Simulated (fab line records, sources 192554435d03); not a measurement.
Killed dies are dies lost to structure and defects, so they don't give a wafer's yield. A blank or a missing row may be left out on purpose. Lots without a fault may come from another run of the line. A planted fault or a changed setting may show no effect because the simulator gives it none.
Which tool did it? | flow n5_finfet | 24 lots, 72 wafers sampled, at 6 steps of a route of 1938

WHAT THE GAUGES READ, wafer by wafer
N5_BEOL_M4_THK_MEAS_01.
lot  | measured     | on            | M4_ILD_THK (nm)
L074 | day 8 00:46  | film_metro-01 | 78.5 79.1 77.7
L075 | day 8 19:57  | film_metro-01 | 78.8 79.3 79.6
L076 | day 8 23:49  | film_metro-01 | 79.4 79.3 79.2
L079 | day 9 00:32  | film_metro-02 | 79.4 77.4 79.5
L077 | day 9 02:14  | film_metro-02 | 80.7 77.0 78.5
L078 | day 9 05:19  | film_metro-01 | 79.9 81.0 79.7
L080 | day 9 09:15  | film_metro-02 | 77.9 79.2 78.9
L081 | day 9 12:27  | film_metro-01 | 78.1 79.3 80.4
L083 | day 10 02:02 | film_metro-01 | 78.6 79.5 77.7
L082 | day 10 18:13 | film_metro-01 | 78.7 80.0 80.0
L084 | day 10 23:20 | film_metro-01 | 76.8 78.7 78.5
L086 | day 11 02:11 | film_metro-02 | 78.3 78.5 80.3
L085 | day 11 05:19 | film_metro-01 | 78.1 77.2 78.9
L087 | day 11 15:48 | film_metro-02 | 80.2 78.2 78.8
L088 | day 11 18:55 | film_metro-02 | 80.4 77.7 79.8
L090 | day 12 11:50 | film_metro-02 | 77.5 76.9 76.3
L089 | day 12 18:12 | film_metro-02 | 79.0 78.2 79.5
L091 | day 12 18:05 | film_metro-01 | 79.5 76.9 78.6
L092 | day 12 20:19 | film_metro-01 | 79.4 80.3 79.8
L093 | day 12 23:29 | film_metro-01 | 78.0 80.8 78.2
L094 | day 13 06:14 | film_metro-01 | 79.1 78.2 78.3
L096 | day 13 13:00 | film_metro-02 | 79.2 79.5 78.8
L095 | day 13 19:15 | film_metro-02 | 78.1 77.1 79.1
L097 | day 14 11:15 | film_metro-02 | 77.1 78.7 80.5

WHICH TOOL RAN EACH LOT (tool, then ch and the chambers of the sampled wafers, then the start)
lot  | N5_BEOL_M3_STRIP_36                | N5_BEOL_M3_ALD_84                   | N5_BEOL_M3_SURFACE_TREAT_85  | N5_BEOL_M3_SPUTTER_79        | N5_BEOL_M3_DEP_57
L074 | rie_diel-04 ch 0,2,3, day 7 18:35  | ald_metal-03 ch 0,3, day 7 19:31    | pvd_sputter-02, day 7 19:52  | pvd_sputter-01, day 7 20:32  | pecvd-02 ch 0,2, day 8 00:35
L075 | rie_diel-04 ch 1,2, day 8 14:15    | ald_metal-01 ch 0,3, day 8 14:44    | pvd_sputter-03, day 8 15:10  | pvd_sputter-01, day 8 17:01  | pecvd-01 ch 0,1, day 8 19:44
L076 | rie_diel-04 ch 0,3, day 8 19:22    | ald_metal-04 ch 0,3, day 8 20:12    | pvd_sputter-01, day 8 20:27  | pvd_sputter-03, day 8 21:00  | pecvd-01 ch 0,1,2, day 8 23:38
L079 | rie_diel-03 ch 0,1,2, day 8 19:35  | ald_metal-03 ch 0,2,3, day 8 20:20  | pvd_sputter-01, day 8 20:37  | pvd_sputter-01, day 8 21:25  | pecvd-04 ch 0,1,2, day 9 00:20
L077 | rie_diel-01 ch 0,1,2, day 8 20:23  | ald_metal-04 ch 1,2,3, day 8 22:40  | pvd_sputter-03, day 8 22:54  | pvd_sputter-03, day 8 23:20  | pecvd-01 ch 0,1,2, day 9 02:02
L078 | rie_diel-01 ch 2,3, day 9 00:34    | ald_metal-01 ch 1,2,3, day 9 01:22  | pvd_sputter-02, day 9 01:41  | pvd_sputter-02, day 9 02:36  | pecvd-01 ch 0,1,2, day 9 05:08
L080 | rie_diel-01 ch 1,2,3, day 9 04:36  | ald_metal-03 ch 0,2, day 9 05:42    | pvd_sputter-03, day 9 06:00  | pvd_sputter-02, day 9 06:31  | pecvd-04 ch 0,1, day 9 09:02
L081 | rie_diel-03 ch 0,3, day 9 05:45    | ald_metal-04 ch 0,1, day 9 08:46    | pvd_sputter-01, day 9 09:01  | pvd_sputter-03, day 9 09:28  | pecvd-01 ch 0,1, day 9 12:15
L083 | rie_diel-01 ch 0,2, day 9 16:14    | ald_metal-03 ch 2,3, day 9 17:01    | pvd_sputter-02, day 9 17:25  | pvd_sputter-02, day 9 18:25  | pecvd-01 ch 0,1, day 10 01:50
L082 | rie_diel-04 ch 0,2,3, day 10 13:56 | ald_metal-04 ch 0,1,2, day 10 14:41 | pvd_sputter-02, day 10 14:59 | pvd_sputter-02, day 10 15:28 | pecvd-01 ch 2, day 10 18:00
L084 | rie_diel-03 ch 0,1,2, day 10 18:36 | ald_metal-01 ch 1,2, day 10 19:47   | pvd_sputter-03, day 10 20:02 | pvd_sputter-03, day 10 20:29 | pecvd-02 ch 0, day 10 23:05
L086 | rie_diel-03 ch 0,1,3, day 10 21:34 | ald_metal-03 ch 0,2,3, day 10 22:29 | pvd_sputter-01, day 10 22:45 | pvd_sputter-01, day 10 23:14 | pecvd-02 ch 0,2, day 11 01:58
L085 | rie_diel-01 ch 0,1,2, day 11 00:52 | ald_metal-01 ch 0,2, day 11 01:47   | pvd_sputter-03, day 11 02:05 | pvd_sputter-03, day 11 02:33 | pecvd-02 ch 0,2, day 11 05:05
L087 | rie_diel-01 ch 1,2, day 11 10:38   | ald_metal-04 ch 0,1,3, day 11 11:58 | pvd_sputter-03, day 11 12:25 | pvd_sputter-03, day 11 13:04 | pecvd-02 ch 0,1, day 11 15:35
L088 | rie_diel-01 ch 0,1,2, day 11 14:39 | ald_metal-01 ch 0,2,3, day 11 15:15 | pvd_sputter-01, day 11 15:29 | pvd_sputter-03, day 11 16:06 | pecvd-04 ch 1,2, day 11 18:43
L090 | rie_diel-01 ch 0,1,3, day 12 07:23 | ald_metal-03 ch 0,1,2, day 12 07:56 | pvd_sputter-01, day 12 08:11 | pvd_sputter-01, day 12 08:54 | pecvd-04 ch 0,2, day 12 11:39
L089 | rie_diel-01 ch 0,3, day 12 13:30   | ald_metal-03 ch 0,2, day 12 14:31   | pvd_sputter-01, day 12 14:49 | pvd_sputter-01, day 12 15:17 | pecvd-01 ch 0,2, day 12 18:01
L091 | rie_diel-04 ch 0,1,3, day 12 13:49 | ald_metal-01 ch 0,1,2, day 12 14:32 | pvd_sputter-03, day 12 14:51 | pvd_sputter-03, day 12 15:22 | pecvd-04 ch 0,1,2, day 12 17:53
L092 | rie_diel-01 ch 1,2, day 12 14:17   | ald_metal-04 ch 2,3, day 12 14:47   | pvd_sputter-03, day 12 15:01 | pvd_sputter-01, day 12 17:21 | pecvd-02 ch 0,1,2, day 12 20:07
L093 | rie_diel-01 ch 1,2,3, day 12 18:53 | ald_metal-04 ch 0,2,3, day 12 19:45 | pvd_sputter-03, day 12 20:01 | pvd_sputter-01, day 12 20:33 | pecvd-04 ch 0,1,2, day 12 23:17
L094 | rie_diel-04 ch 0,1,2, day 13 01:07 | ald_metal-01 ch 1,3, day 13 02:00   | pvd_sputter-02, day 13 02:22 | pvd_sputter-01, day 13 02:56 | pecvd-01 ch 0,1, day 13 06:02
L096 | rie_diel-01 ch 0,1,2, day 13 07:53 | ald_metal-03 ch 1,2, day 13 08:45   | pvd_sputter-03, day 13 09:07 | pvd_sputter-03, day 13 10:13 | pecvd-04 ch 0,2, day 13 12:48
L095 | rie_diel-03 ch 0,2,3, day 13 13:34 | ald_metal-04 ch 0,1,2, day 13 14:26 | pvd_sputter-02, day 13 14:49 | pvd_sputter-01, day 13 16:16 | pecvd-02 ch 1,2, day 13 19:04
L097 | rie_diel-01 ch 1,3, day 14 07:08   | ald_metal-01 ch 1,3, day 14 07:47   | pvd_sputter-01, day 14 08:01 | pvd_sputter-02, day 14 08:32 | pecvd-02 ch 0,2, day 14 11:03
- N5_BEOL_M3_STRIP_36: strips in N2/H2.
- N5_BEOL_M3_ALD_84: deposits TaN, pulse time 2 s, purge time 3 s, co reactant purge time 2 s.
- N5_BEOL_M3_SURFACE_TREAT_85
- N5_BEOL_M3_SPUTTER_79: material Cu, target thk 4.5 nm, time 8.29 s.
- N5_BEOL_M3_DEP_57: deposits SiCN from 3MS/NH3, target thk 8 nm, time 14 s.

WHAT THE TOOLS THEMSELVES READ (means of the sampled wafers that have a number; where no wafer has one, the mark that the record gives instead)
N5_BEOL_M3_STRIP_36.
lot  | tool        | drypump_motor_current_A (A) | oes_product_au (a.u.) | rf_vpp_V (V) | showerhead_plenum_p_Torr (Torr) | throttle_valve_pct (%)
L074 | rie_diel-04 | 5.5                         | 0.80                  | 59.4         | 2.53                            | 23.9
L075 | rie_diel-04 | 5.0                         | 0.73                  | 60.0         | 2.46                            | 23.8
L076 | rie_diel-04 | 6.0                         | 0.81                  | 59.6         | 2.57                            | 24.1
L079 | rie_diel-03 | 5.2                         | 0.82                  | 58.6         | 2.58                            | 23.5
L077 | rie_diel-01 | 5.3                         | 0.89                  | 58.6         | 2.53                            | 23.7
L078 | rie_diel-01 | 5.5                         | 0.92                  | 58.6         | 2.50                            | 23.3
L080 | rie_diel-01 | 5.4                         | 0.86                  | 57.7         | 2.48                            | 23.5
L081 | rie_diel-03 | 5.4                         | 0.89                  | 59.6         | 2.60                            | 23.2
L083 | rie_diel-01 | 5.4                         | 0.95                  | 59.8         | 2.62                            | 23.5
L082 | rie_diel-04 | 5.5                         | 0.78                  | 59.4         | 2.52                            | 24.0
L084 | rie_diel-03 | 5.2                         | 0.81                  | 59.5         | 2.58                            | 23.5
L086 | rie_diel-03 | 5.6                         | 0.81                  | 59.5         | 2.55                            | 23.6
L085 | rie_diel-01 | 5.3                         | 0.85                  | 59.7         | 2.52                            | 23.7
L087 | rie_diel-01 | 5.3                         | 0.83                  | 58.3         | 2.44                            | 23.7
L088 | rie_diel-01 | 5.3                         | 0.86                  | 58.6         | 2.52                            | 23.7
L090 | rie_diel-01 | 5.3                         | 0.84                  | 59.5         | 2.55                            | 23.5
L089 | rie_diel-01 | 5.5                         | 0.90                  | 58.2         | 2.60                            | 23.1
L091 | rie_diel-04 | 5.8                         | 0.79                  | 60.0         | 2.54                            | 23.9
L092 | rie_diel-01 | 5.4                         | 0.81                  | 59.3         | 2.43                            | 23.7
L093 | rie_diel-01 | 5.4                         | 0.82                  | 59.8         | 2.47                            | 23.5
L094 | rie_diel-04 | 5.2                         | 0.76                  | 59.2         | 2.50                            | 23.8
L096 | rie_diel-01 | 5.3                         | 0.82                  | 59.2         | 2.51                            | 23.7
L095 | rie_diel-03 | 5.4                         | 0.83                  | 57.9         | 2.56                            | 23.4
L097 | rie_diel-01 | 5.3                         | 0.76                  | 59.9         | 2.44                            | 23.8

N5_BEOL_M3_ALD_84.
lot  | tool         | heater_power_outer_w (W) | heater_power_w (W) | precursor_vessel_pressure_torr (Torr) | precursor_vessel_temp_c (C)
L074 | ald_metal-03 | 215                      | 374                | 26.25                                 | 75.03
L075 | ald_metal-01 | 238                      | 445                | 26.27                                 | 75.01
L076 | ald_metal-04 | 251                      | 440                | 26.24                                 | 75.11
L079 | ald_metal-03 | 222                      | 399                | 26.27                                 | 75.05
L077 | ald_metal-04 | 221                      | 415                | 26.20                                 | 74.99
L078 | ald_metal-01 | 237                      | 440                | 26.25                                 | 75.11
L080 | ald_metal-03 | 233                      | 411                | 26.22                                 | 74.92
L081 | ald_metal-04 | 247                      | 457                | 26.33                                 | 74.96
L083 | ald_metal-03 | 223                      | 397                | 26.25                                 | 75.01
L082 | ald_metal-04 | 247                      | 453                | 26.25                                 | 75.04
L084 | ald_metal-01 | 255                      | 466                | 26.22                                 | 74.89
L086 | ald_metal-03 | 228                      | 396                | 26.27                                 | 75.05
L085 | ald_metal-01 | 286                      | 496                | 26.28                                 | 74.93
L087 | ald_metal-04 | 248                      | 453                | 26.33                                 | 75.02
L088 | ald_metal-01 | 259                      | 475                | 26.26                                 | 74.98
L090 | ald_metal-03 | 235                      | 418                | 26.23                                 | 75.10
L089 | ald_metal-03 | 222                      | 394                | 26.27                                 | 75.08
L091 | ald_metal-01 | 247                      | 444                | 26.24                                 | 75.07
L092 | ald_metal-04 | 218                      | 414                | 26.21                                 | 74.92
L093 | ald_metal-04 | 247                      | 450                | 26.24                                 | 74.98
L094 | ald_metal-01 | 205                      | 395                | 26.24                                 | 75.14
L096 | ald_metal-03 | 249                      | 437                | 26.28                                 | 74.98
L095 | ald_metal-04 | 248                      | 450                | 26.25                                 | 74.94
L097 | ald_metal-01 | 215                      | 421                | 26.28                                 | 75.08

N5_BEOL_M3_SPUTTER_79.
lot  | tool           | throttle_valve_pct (%)
L074 | pvd_sputter-01 | 30.9
L075 | pvd_sputter-01 | 30.8
L076 | pvd_sputter-03 | 30.0
L079 | pvd_sputter-01 | 30.7
L077 | pvd_sputter-03 | 29.6
L078 | pvd_sputter-02 | 30.7
L080 | pvd_sputter-02 | 30.3
L081 | pvd_sputter-03 | 29.9
L083 | pvd_sputter-02 | 31.2
L082 | pvd_sputter-02 | 30.4
L084 | pvd_sputter-03 | 29.6
L086 | pvd_sputter-01 | 29.8
L085 | pvd_sputter-03 | 30.0
L087 | pvd_sputter-03 | 29.8
L088 | pvd_sputter-03 | 29.9
L090 | pvd_sputter-01 | 30.1
L089 | pvd_sputter-01 | 30.6
L091 | pvd_sputter-03 | 29.9
L092 | pvd_sputter-01 | 30.8
L093 | pvd_sputter-01 | 30.4
L094 | pvd_sputter-01 | 30.3
L096 | pvd_sputter-03 | 29.5
L095 | pvd_sputter-01 | 30.6
L097 | pvd_sputter-02 | 31.0

N5_BEOL_M3_DEP_57.
lot  | tool     | showerhead_plenum_p_Torr (Torr) | throttle_valve_pct (%)
L074 | pecvd-02 | 3.683                           | 8.9
L075 | pecvd-01 | 3.657                           | 9.5
L076 | pecvd-01 | 3.654                           | 9.3
L079 | pecvd-04 | 3.671                           | 9.3
L077 | pecvd-01 | 3.646                           | 9.4
L078 | pecvd-01 | 3.654                           | 9.4
L080 | pecvd-04 | 3.669                           | 10.1
L081 | pecvd-01 | 3.661                           | 9.8
L083 | pecvd-01 | 3.660                           | 9.9
L082 | pecvd-01 | 3.631                           | 8.8
L084 | pecvd-02 | 3.676                           | 8.8
L086 | pecvd-02 | 3.686                           | 8.8
L085 | pecvd-02 | 3.684                           | 8.7
L087 | pecvd-02 | 3.675                           | 8.9
L088 | pecvd-04 | 3.671                           | 9.0
L090 | pecvd-04 | 3.666                           | 9.4
L089 | pecvd-01 | 3.636                           | 9.0
L091 | pecvd-04 | 3.667                           | 9.4
L092 | pecvd-02 | 3.683                           | 9.0
L093 | pecvd-04 | 3.668                           | 9.3
L094 | pecvd-01 | 3.655                           | 9.5
L096 | pecvd-04 | 3.665                           | 9.4
L095 | pecvd-02 | 3.684                           | 9.1
L097 | pecvd-02 | 3.688                           | 8.8

THE ANSWER, worked out from the rows above alone
Rule: what is usual is taken from the lots themselves. Put in order of their means at a reading, lots are off if they are a third of the lots or fewer, leave a main group of 4 or more, and stand apart from it by a gap of 3 or more times the standard deviation of the main group's means; of several such gaps the widest counts. A main group whose means are all the same, to the digits that the tables above print for the reading, isn't used. A lot without any number at a reading at which 4 lots or more have one is off too. The other lots that the step has rows for count as sound. The gauges are gone through in route order, then the tools' own readings, and for those a lot's mean is taken as printed above. The first step at which some lot is off is used, and at that step the reading that is off furthest; a lot without a number counts as furthest.
No lot is off at any reading shown: from this, nothing can be told.

WHAT THE SIMULATOR HAD PUT IN
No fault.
